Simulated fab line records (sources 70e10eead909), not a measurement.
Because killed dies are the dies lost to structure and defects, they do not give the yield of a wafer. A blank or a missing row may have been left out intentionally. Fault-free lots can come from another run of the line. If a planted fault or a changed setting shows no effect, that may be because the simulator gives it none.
A lot that was struck, set against a sound lot -- flow nandHarc -- 13 out of 1302 route steps
Sound: wafers L769.2, L769.5, L769.6. Struck: wafer L781.1 (L781.3, L781.6, from the same lot, were not struck and are left out); the cause is given at the end.
Each step with rows lists, per side, the tool, then ch with its chambers, then its first start. Under that, the readings that differ: sound wafers -- struck wafers -- difference of the means -- sigmas: that difference in standard deviations of wafers without a fault.
alike: words and numbers the same on both sides, and readings whose means are apart by under 2 such deviations; not compared: readings that were withheld, readings missing a value for some wafer, numbers with overlapping values and no deviation given by the record, and bounds like >300 which may hide the same value.
Wherever a step has rows on one side only, a row that says differs or no value, or a row with sigmas, the two part there. When numbers do not overlap yet have no deviation, they are printed without sigmas and do not part them. A reading missing from all wafers of one side parts the sides only when that side holds two or more wafers.

first, 1 step without rows for these wafers: NHARC_A_SLIT_SRD_20.
NHARC_A_SLIT_CD_MEAS_21:
  struck on cdSem-02, day 28 11:49; sound on cdSem-02, day 23 01:05
  alike: cdNm
then, 3 steps without rows for these wafers: NHARC_A_SIN_REMOVE_WET_00 (chemistry H3PO4, time 15300 s); NHARC_A_SIN_REMOVE_PRECLEAN_01 (cleans in SC1); NHARC_A_SIN_REMOVE_SRD_02.
NHARC_A_SIN_REMOVE_INSPECT_04:
  struck on defectInspect-01, day 28 18:26; sound on defectInspect-01, day 23 07:45
  alike: rawDefectCount
NHARC_A_WL_FILL_ALD_00: deposits Al2O3, target thk 3 nm, pulse time 3 s, ald cycles 30.
  sound on aldHk-04 ch 2,3, day 23 07:50; struck on aldHk-02 ch 2, day 28 18:31
  alike: heaterPowerW, precursorPulseHeightRel
NHARC_A_WL_FILL_RTA_01: time 5 s.
  sound on rtpAnneal-02 ch 0, day 23 08:07; struck on rtpAnneal-01 ch 0, day 28 18:46
reading,sound,struck,difference,sigmas
lampPowerPct (%),30.7 30.7 30.7,33.8,+3.1,+2
lamp_zone_4_pct (%),30.7 30.7 30.7,33.8,+3.1,+2
  alike: annealTempCMax, wafer_temp_C_max
NHARC_A_WL_FILL_ALD_02: deposits TiN, target thk 2 nm, pulse time 3 s, ald cycles 100.
  sound on aldMetal-01 ch 1,2, day 23 08:18; struck on aldMetal-02 ch 1, day 28 19:01
  alike: heaterPowerW, precursorPulseHeightRel
NHARC_A_WL_FILL_CVD_03: deposits W, target thk 40 nm, time 279 s.
  sound on cvdW-02 ch 0,1, day 23 08:47; struck on cvdW-01 ch 0, day 28 19:28
  alike: heaterPowerW, throttleValvePct
NHARC_A_WL_FILL_ETCHBACK_04: etches the open film in NF3, target depth 60 nm, time 120 s.
  sound on rieMetal-03 ch 0,1, day 23 09:08; struck on rieMetal-03 ch 0, day 28 19:49
reading,sound,struck,difference,sigmas
runLengthS (s),140.5 140.4 141.6,130.5,-10.3,-21
  alike: drypumpMotorCurrentA, oesProductAu
  not compared: rfHoursCounterH
NHARC_A_WL_FILL_ETCHBACK_05: etches the open film in Cl2/BCl3, target depth 22 nm, time 60 s.
  sound on rieMetal-03 ch 0,1, day 23 09:21; struck on rieMetal-03 ch 0, day 28 20:01
  alike: drypumpMotorCurrentA, oesProductAu, runLengthS
  not compared: rfHoursCounterH
after that, 1 step had no rows for these wafers: NHARC_END_SORT_01.

## WHERE THEY PART
Last at NHARC_A_WL_FILL_ETCHBACK_04 as far as this record goes, first at NHARC_A_WL_FILL_RTA_01. Later steps at which nothing parts them and some readings are alike: NHARC_A_WL_FILL_ETCHBACK_05.

WHY: what had been put in by the simulator
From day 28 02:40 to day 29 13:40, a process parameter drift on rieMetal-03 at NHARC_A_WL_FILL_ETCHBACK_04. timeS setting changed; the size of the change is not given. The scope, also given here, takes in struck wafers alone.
